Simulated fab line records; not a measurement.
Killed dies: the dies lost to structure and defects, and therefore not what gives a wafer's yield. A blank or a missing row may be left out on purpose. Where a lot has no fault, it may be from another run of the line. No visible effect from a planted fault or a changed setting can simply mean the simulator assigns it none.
Struck lot and sound lot, side by side || flow n5Finfet || 43 steps out of a route of 1938
Sound: wafers L182.1, L182.2, L182.3. Struck: wafers L192.1, L192.3, L192.5. Last of all comes the cause.
At each step with rows: each side's tool, then ch and its chambers, then its first start. Under that, the readings that differ: sound wafers || struck wafers || difference of the means || sigmas: that difference in standard deviations of wafers without a fault.
alike: readings with means less than 2 such deviations apart, plus words and numbers identical on both sides. not compared: withheld readings, readings lacking a value on some wafer, bounds such as >300 that could conceal the same value, and numbers that have no deviation in the record and whose values overlap.
The two part at a step that has a row with sigmas, a row that says differs or no value, or rows on one side only. Numbers that have no deviation but don't overlap get no sigmas and don't part them. A reading missing from all wafers of one side parts the sides only when that side holds two or more wafers.

first, 4 steps without rows for these wafers: N5_BEOL_M3_ETCH_77 (etches underlayer in N2/H2, target depth 6.5 nm, time 5.2 s); N5_BEOL_M3_ETCH_69 (etches SiARC in CF4, target depth 15.6 nm, time 26 s); N5_BEOL_M3_ALD_98 (deposits SiO2, target thk 2.5 nm, pulse time 1 s, co reactant pulse time 1 s); N5_BEOL_M3_ETCHBACK_99 (etches SiO2 in CHF3, target depth 5 nm, time 10.4 s).
N5_BEOL_M3_ETCH_70: etches SOC in N2/H2, target depth 80 nm, overetch 16 nm, time 120 s.
  sound on rieDiel-02 ch 0,1,2, day 8 17:13; struck on rieDiel-02 ch 1,2,3, day 11 20:22
  alike: chamberPressureMTorr, drypumpMotorCurrentA, oesProductAu, rfFwdPowerW, rfVppV, showerheadPlenumPTorr, throttleValvePct
  not compared: rfHoursCounterH
then, 2 steps without rows for these wafers: N5_BEOL_M3_STRIP_71 (strips in N2/H2); N5_BEOL_M3_STRIP_78 (strips in N2/H2).
N5_BEOL_M3_VIA_ETCH_34: etches the open film in C4F6/O2, target depth 69.4 nm, time 65.9 s.
  sound on rieDiel-02 ch 0,1,2, day 8 17:19; struck on rieDiel-02 ch 1,2,3, day 11 20:28
  alike: chamberPressureMTorr, drypumpMotorCurrentA, oes_f_703_au, oesProductAu, rfFwdPowerW, rfVppV, showerheadPlenumPTorr, throttleValvePct
  not compared: rfHoursCounterH
then, 4 steps without rows for these wafers: N5_BEOL_M3_STRIP_83 (strips in C4F6/O2); N5_BEOL_M3_STRIP_36 (strips in N2/H2); N5_BEOL_M3_TRENCH_ETCH_37 (etches SiOC in C4F6/O2, target depth 55.555 nm, time 29.2 s); N5_BEOL_M3_ETCH_41 (etches SiCN in CH3F/O2, target depth 29.9 nm, time 52.5 s).
N5_BEOL_M3_STRIP_97: strips in N2/H2, time 10 s.
  sound on rieDiel-02 ch 0,1,2, day 8 17:29; struck on rieDiel-02 ch 1,2,3, day 11 20:38
  alike: chamberPressureMTorr, drypumpMotorCurrentA, oesProductAu, rfVppV, showerheadPlenumPTorr, throttleValvePct
  not compared: rfHoursCounterH
N5_BEOL_M3_OCD_MEAS_38:
  struck on ocd-01, day 11 20:43; sound on ocd-02, day 8 17:34
  alike: trenchDepthNm
then, 4 steps without rows for these wafers: N5_BEOL_M3_HM_STRIP_39 (strips TiN in peroxide tin strip, target depth 25 nm, time 158 s); N5_BEOL_M3_SRD_40 (time 30 s); N5_BEOL_M3_PRECLEAN_42 (cleans in residue remover, time 60 s); N5_BEOL_M3_SRD_43 (time 30 s).
N5_BEOL_M3_CD_MEAS_35: target cd 18 nm, target cd y 21 nm.
  struck on cdSem-03, day 11 20:52; sound on cdSem-01, day 8 17:44
  alike: cdNm
then, 7 steps without rows for these wafers: N5_BEOL_M3_DEGAS_44 (time 60 s); N5_BEOL_M3_PRE_CLEAN_45 (time 30 s); N5_BEOL_M3_ALD_84 (deposits TaN, pulse time 2 s, purge time 3 s, co reactant purge time 2 s); N5_BEOL_M3_SURFACE_TREAT_85; N5_BEOL_M3_CVD_47 (deposits Co from CCTBA/H2, target thk 3 nm, time 223.8 s); N5_BEOL_M3_SPUTTER_48 (material Cu, target thk 4.5 nm, time 8.29 s); N5_BEOL_M3_ANNEAL_49 (time 240 s).
N5_BEOL_M3_SPUTTER_79: material Cu, target thk 4.5 nm, time 8.29 s.
  struck on pvdSputter-01, day 11 23:40; sound on pvdSputter-03, day 8 21:20
  alike: chamberPressurePa, throttleValvePct
then, 8 steps without rows for these wafers: N5_BEOL_M3_ANNEAL_80 (time 240 s); N5_BEOL_M3_SPUTTER_81 (material Cu, target thk 4.5 nm, time 8.29 s); N5_BEOL_M3_ANNEAL_82 (time 240 s); N5_BEOL_M3_SPUTTER_86 (material Cu, target thk 4.5 nm, time 8.29 s); N5_BEOL_M3_ANNEAL_87 (time 240 s); N5_BEOL_M3_SPUTTER_88 (material Cu, target thk 4.5 nm, time 8.29 s); N5_BEOL_M3_ANNEAL_89 (time 240 s); N5_BEOL_M3_SPUTTER_90 (material Cu, target thk 4.5 nm, time 8.29 s).
N5_BEOL_M3_ANNEAL_91: time 240 s.
  struck on pvdSputter-01, day 12 00:38; sound on pvdSputter-03, day 8 22:18
  alike: heaterPowerW
then, 1 step without rows for these wafers: N5_BEOL_M3_SPUTTER_92 (material Cu, target thk 4.5 nm, time 8.29 s).
N5_BEOL_M3_ANNEAL_93: time 240 s.
  struck on pvdSputter-01, day 12 00:51; sound on pvdSputter-03, day 8 22:31
  alike: heaterPowerW
then, 4 steps without rows for these wafers: N5_BEOL_M3_SPUTTER_94 (material Cu, target thk 4.5 nm, time 8.29 s); N5_BEOL_M3_ANNEAL_95 (time 240 s); N5_BEOL_M3_SPUTTER_96 (material Cu, target thk 4.5 nm, time 8.29 s); N5_BEOL_M3_ECD_50 (material Cu, target thk 300 nm).
-- here the record skips 6 days between the struck wafers' starts before and after, leaving off in module BEOL_M3 and picking up in module PASSIVATION (first step shown: number 1936 of the route) --
N5_PASSIVATION_PROBE_49:
  struck on prober-02, day 17 15:08; sound on prober-01, day 14 05:32
{"reading": "defectLimitedYield (%)", "sound": "93.5 93.1 90.6", "struck": "86.1 85.1 87.9", "difference": -6.0, "sigmas": -5}
{"reading": "killed_at_M0_to_M3", "sound": "20 33 42", "struck": "122 128 77", "difference": "+77", "sigmas": "+8"}
{"reading": "killedDies", "sound": "77 81 111", "struck": "164 176 143", "difference": "+71", "sigmas": "+4"}
{"reading": "killedOnRim", "sound": "13 8 12", "struck": "29 22 32", "difference": "+17", "sigmas": "+4"}
{"reading": "sort_bin_5_function (%)", "sound": "4.4 3.8 5.4", "struck": "8.8 10.3 6.9", "difference": "+4.1", "sigmas": "+5"}
{"reading": "sortNPass", "sound": "1103 1099 1069", "struck": "1016 1004 1037", "difference": -71, "sigmas": -4}
{"reading": "sortYieldPct (%)", "sound": "93.5 93.1 90.6", "struck": "86.1 85.1 87.9", "difference": -6.0, "sigmas": -5}
  alike: killed_at_M4_up, killedAtContacts, killedAtFrontEnd, killedAtOther, killedOpen, killedShort, sort_bin_4_leakage, sort_bin_6_memory

## WHERE THEY PART
Only at N5_PASSIVATION_PROBE_49, as far as this record shows.

WHY: what had been put in by the simulator
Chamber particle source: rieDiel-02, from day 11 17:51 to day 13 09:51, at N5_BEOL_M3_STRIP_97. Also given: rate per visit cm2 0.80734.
